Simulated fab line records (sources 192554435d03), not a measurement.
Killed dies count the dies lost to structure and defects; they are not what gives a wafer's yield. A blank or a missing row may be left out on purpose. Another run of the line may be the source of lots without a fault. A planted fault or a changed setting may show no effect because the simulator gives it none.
Which tool was responsible? -- flow n5-finfet -- Sampling: 11 lots, 33 wafers, 5 of 1938 route steps

## WHAT EACH GAUGE READ, for each wafer
N5_BEOL_M14_THK_MEAS_01.
lot,measured,on,M14_ILD_THK (nm)
L722,day 11 10:17,film-metro-02,1106 1122 1119
L723,day 11 10:51,film-metro-01,1092 1115 1113
L726,day 12 09:20,film-metro-02,1119 1119 1139
L729,day 12 20:26,film-metro-01,1113 1110 1123
L731,day 12 22:48,film-metro-02,1120 1122 1131
L730,day 13 02:42,film-metro-01,1119 1144 1143
L732,day 13 06:38,film-metro-01,1118 1130 1135
L733,day 13 10:55,film-metro-01,1128 1121 1125
L743,day 16 01:08,film-metro-02,1096 1096 1115
L742,day 16 05:02,film-metro-02,1107 1140 1130
L745,day 16 17:28,film-metro-01,1092 1115 1111

N5_BEOL_M14_CD_MEAS_10: target cd 250 nm.
lot,measured,on,cd-nm (nm)
L722,day 11 10:43,cd-sem-03,250.0 251.2 251.5
L723,day 11 11:17,cd-sem-02,249.3 249.1 250.0
L726,day 12 09:46,cd-sem-02,250.2 251.4 248.5
L729,day 12 20:52,cd-sem-01,250.4 250.0 250.3
L731,day 12 23:14,cd-sem-02,249.5 247.6 249.7
L730,day 13 03:11,cd-sem-01,250.7 251.5 250.4
L732,day 13 06:56,cd-sem-01,249.7 249.3 250.6
L733,day 13 11:14,cd-sem-01,250.8 251.4 250.7
L743,day 16 01:27,cd-sem-02,245.6 244.6 246.9
L742,day 16 05:28,cd-sem-03,244.0 245.1 244.6
L745,day 16 17:46,cd-sem-03,252.5 250.5 251.0

## WHAT TOOL EACH LOT RAN ON (gives the tool, then ch and the chambers of the sampled wafers, and finally the start)
lot,N5_BEOL_M13_ANNEAL_48,N5_BEOL_M13_CMP_49,N5_BEOL_M14_COAT_04
L722,"rtp-anneal-02 ch 0, day 11 09:21","cmp-03 ch 2,3, day 11 09:38","litho-track-05 ch 0, day 11 10:19"
L723,"rtp-anneal-02 ch 0, day 11 09:58","cmp-01 ch 0,1,3, day 11 10:10","litho-track-04 ch 0, day 11 10:53"
L726,"rtp-anneal-02 ch 0, day 12 08:19","cmp-02 ch 0,1,3, day 12 08:38","litho-track-04 ch 0, day 12 09:22"
L729,"rtp-anneal-02 ch 0, day 12 19:21","cmp-02 ch 1,2,3, day 12 19:50","litho-track-05 ch 0, day 12 20:28"
L731,"rtp-anneal-01 ch 0, day 12 21:49","cmp-03 ch 0,1,3, day 12 22:07","litho-track-05 ch 0, day 12 22:50"
L730,"rtp-anneal-01 ch 0, day 13 01:44","cmp-03 ch 2,3, day 13 02:02","litho-track-04 ch 0, day 13 02:44"
L732,"rtp-anneal-01 ch 0, day 13 05:45","cmp-03 ch 0,1,3, day 13 06:02","litho-track-04 ch 0, day 13 06:40"
L733,"rtp-anneal-01 ch 0, day 13 09:59","cmp-02 ch 2,3, day 13 10:14","litho-track-05 ch 0, day 13 10:57"
L743,"rtp-anneal-01 ch 0, day 16 00:10","cmp-01 ch 0,1,2, day 16 00:31","litho-track-04 ch 0, day 16 01:11"
L742,"rtp-anneal-02 ch 0, day 16 04:01","cmp-01 ch 0,2,3, day 16 04:17","litho-track-04 ch 0, day 16 05:04"
L745,"rtp-anneal-02 ch 0, day 16 16:29","cmp-02 ch 2,3, day 16 16:49","litho-track-02 ch 0, day 16 17:29"
- N5_BEOL_M13_ANNEAL_48: time 90 s.
- N5_BEOL_M13_CMP_49: polishes, stops on SiOC, t overpolish 17.1 s, target thk 420 nm.
- N5_BEOL_M14_COAT_04: resist thk 800 nm.

## WHAT THE TOOLS THEMSELVES READ (means of the sampled wafers that have a number; where no wafer has one, the mark that the record gives instead)
N5_BEOL_M13_ANNEAL_48.
lot,tool,wafer_temp_C_max
L722,rtp-anneal-02,225.97
L723,rtp-anneal-02,226.15
L726,rtp-anneal-02,225.64
L729,rtp-anneal-02,225.90
L731,rtp-anneal-01,226.02
L730,rtp-anneal-01,225.82
L732,rtp-anneal-01,226.08
L733,rtp-anneal-01,225.99
L743,rtp-anneal-01,225.79
L742,rtp-anneal-02,225.96
L745,rtp-anneal-02,226.11

N5_BEOL_M13_CMP_49.
lot,tool,barrier-field-endpoint-s (s),motor-current-A (A),overpolish-run-s (s)
L722,cmp-03,30.2,6.6,17.101
L723,cmp-01,31.0,6.2,17.094
L726,cmp-02,30.1,6.1,17.096
L729,cmp-02,30.7,5.9,17.103
L731,cmp-03,30.3,6.0,17.103
L730,cmp-03,30.5,6.2,17.101
L732,cmp-03,30.6,6.2,17.095
L733,cmp-02,30.0,6.1,17.101
L743,cmp-01,30.4,5.7,17.098
L742,cmp-01,31.0,6.0,17.110
L745,cmp-02,30.8,5.7,17.087

N5_BEOL_M14_COAT_04.
lot,tool,spin-speed-rpm (rpm)
L722,litho-track-05,1704.2
L723,litho-track-04,1702.0
L726,litho-track-04,1703.8
L729,litho-track-05,1704.4
L731,litho-track-05,1702.9
L730,litho-track-04,1703.6
L732,litho-track-04,1703.9
L733,litho-track-05,1702.2
L743,litho-track-04,1418.2
L742,litho-track-04,1418.8
L745,litho-track-02,1703.9

## THE ANSWER, worked out from the rows above alone
Rule: the usual values come from the lots themselves. Put in order of their means at a reading, lots are off if they are a third of the lots or fewer, leave a main group of 4 or more, and stand apart from it by a gap of 3 or more times the standard deviation of the main group's means; of several such gaps the widest counts. If all means in a main group match to the digits the tables above print for the reading, that group is not used. Also off: a lot with no number at a reading for which 4 or more lots have one. The other lots that the step has rows for count as sound. The gauges are gone through in route order, then the tools' own readings, and for those a lot's mean is taken as printed above. At the first step where some lot is off, the reading lying furthest off is the one used; lots without a number count as furthest.
Off at N5_BEOL_M14_CD_MEAS_10 (cd-nm): L743, L742. Mean 250.3 nm and standard deviation 0.75 in the main group.
A tool fits if, at a process step before that reading, it ran every lot that is off, and no sound lot after the first of them. The gauges at N5_BEOL_M14_CD_MEAS_10 aren't tried: what is off there is off at N5_BEOL_M14_COAT_04 too, on other tools, and a gauge's error can't cause that. 2 tools fit, cmp-01 at N5_BEOL_M13_CMP_49 and litho-track-04 at N5_BEOL_M14_COAT_04, so this cannot tell which one it is.

## WHAT HAD BEEN PUT IN BY THE SIMULATOR
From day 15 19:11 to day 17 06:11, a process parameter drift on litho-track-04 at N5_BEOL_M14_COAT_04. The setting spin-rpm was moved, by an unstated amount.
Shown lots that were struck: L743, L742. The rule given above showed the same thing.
